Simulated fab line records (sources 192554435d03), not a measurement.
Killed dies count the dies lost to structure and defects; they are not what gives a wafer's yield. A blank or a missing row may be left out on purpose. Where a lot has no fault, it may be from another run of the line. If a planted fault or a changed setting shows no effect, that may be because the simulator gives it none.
Split-lot study ; flow n5-finfet ; 39 wafers read from 7 lots, route of 1938 steps

ON THE SPLIT
At N5_PASSIVATION_PECVD_35 (deposits SiNx from SiH4/NH3/N2, target thk 700 nm, time 151.3 s), the setting time-s was moved away from the recipe's 151.3 s on 15 of the 39 wafers read, by -54.1% to +44.2%. This setting was run at the recipe's value on the other wafers.

The split's own step is where the reading is taken.

THE READING
SiNx_of_PASSIVATION_PECVD_35.thk-nm (the simulator's own value, which no gauge read), in nm, at N5_PASSIVATION_PECVD_35 (deposits SiNx from SiH4/NH3/N2, target thk 700 nm, time 151.3 s). No usual value for it is given in the file. Here, 24 wafers ran the recipe; their average is 698.5 nm with a standard deviation of 7.6 nm.

wafer;tool, chamber at the split;time-s as run, s;against the recipe;SiNx_of_PASSIVATION_PECVD_35.thk-nm, nm;against lot-mates on the recipe
L076.1;pecvd-02, 1;151.3;recipe;694.6;-
L076.2;pecvd-02, 0;151.3;recipe;701.4;-
L076.3;pecvd-02, 0;212;+40.1%;989.8;+291.2
L076.4;pecvd-02, 1;212;+40.1%;996.8;+298.2
L076.5;pecvd-02, 1;212;+40.1%;997.6;+299.0
L076.6;pecvd-02, 0;151.3;recipe;699.8;-
L078.1;pecvd-02, 1;218.1;+44.2%;1006;+303.2
L078.2;pecvd-02, 2;151.3;recipe;693.2;-
L078.3;pecvd-02, 1;151.3;recipe;712.6;-
L078.4;pecvd-02, 2;218.1;+44.2%;1008;+305.2
L078.5;pecvd-02, 2;151.3;recipe;702.6;-
L078.6;pecvd-02, 1;218.1;+44.2%;1019;+316.2
L081.1;pecvd-03, 1;107.2;-29.1%;493.8;-204.8
L081.2;pecvd-03, 2;151.3;recipe;698.4;-
L081.3;pecvd-03, 0;151.3;recipe;690.2;-
L081.4;pecvd-03, 2;107.2;-29.1%;497.4;-201.2
L081.5;pecvd-03, 1;107.2;-29.1%;504.4;-194.2
L081.6;pecvd-03, 0;151.3;recipe;707.2;-
L074.1;pecvd-04, 1;151.3;recipe;698.4;-
L074.2;pecvd-04, 0;151.3;recipe;699.6;-
L074.3;pecvd-04, 2;151.3;recipe;682.8;-
L074.4;pecvd-04, 2;151.3;recipe;703.4;-
L074.5;pecvd-04, 0;151.3;recipe;705;-
L074.6;pecvd-04, 1;151.3;recipe;693.2;-
L084.1;pecvd-04, 1;151.3;recipe;689.2;-
L084.2;pecvd-04, 2;69.44;-54.1%;308.8;-385.0
L084.3;pecvd-04, 0;151.3;recipe;696.4;-
L084.4;pecvd-04, 2;69.44;-54.1%;313.4;-380.4
L084.5;pecvd-04, 0;69.44;-54.1%;323.8;-370.0
L084.6;pecvd-04, 1;151.3;recipe;695.8;-
L083.1;pecvd-03, 2;151.3;recipe;692.8;-
L083.2;pecvd-03, 0;151.3;recipe;685.2;-
L083.3;pecvd-03, 1;182.5;+20.6%;838.2;+146.0
L083.4;pecvd-03, 0;182.5;+20.6%;845.6;+153.4
L083.5;pecvd-03, 1;151.3;recipe;698.6;-
L083.6;pecvd-03, 2;182.5;+20.6%;852.2;+160.0
L092.1;pecvd-03, 1;151.3;recipe;704;-
L092.4;pecvd-03, 0;151.3;recipe;704.2;-
L092.5;pecvd-03, 1;151.3;recipe;715;-

FIT RESULTS
A straight line over all 39 wafers: SiNx_of_PASSIVATION_PECVD_35.thk-nm changes by +7.12 nm for each +1% of time-s; r = +1.00; the points scatter about the line by 7.8 nm.
The same after taking each lot's own level away (the mean of its wafers on the recipe; 39 wafers): +7.08 nm for each +1%; r = +1.00; scatter 7.3 nm.
On that fit, the largest move of time-s shifts the reading by 3.8e+02 nm.
Measured against the standard deviation above, the lots' own levels, which go from 692.20 to 707.73 nm, span 2.0 times it.
Consequently the slope shifts little with the lot-to-lot level, the two slopes agreeing.
Check: with one of the wafers moved furthest among these (-54.1%) left out of the fit, the line predicts -380 nm for it against its lot-mates. Against them it came out at -385 nm.

OTHER SPLITS ON THESE WAFERS
These wafers also went through other splits before the reading. Each is held against what the fit with the lots' levels taken away leaves over:
other split on the same wafers;wafers away from the commonest value;r with SiNx_of_PASSIVATION_PECVD_35.thk-nm (lot level and that fit taken away)
N5_BEOL_M1_DEP_57 target-thk-a;15;+0.08
N5_BEOL_M4_ILD_DEP_00 time-s;15;+0.06
N5_BEOL_M5_ALD_86 ald-cycles;15;-0.10
N5_BEOL_M10_DEVELOP_27 develop-time-s;15;+0.06
N5_BEOL_M13_DEP_53 target-thk-a;6;+0.13
N5_BEOL_M14_ETCH_68 target-depth-a;18;+0.01

THE FILE'S OWN FIT
SiNx_of_PASSIVATION_PECVD_35.thk-nm changes by +7.08 nm for each +1% of time-s, r = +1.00.
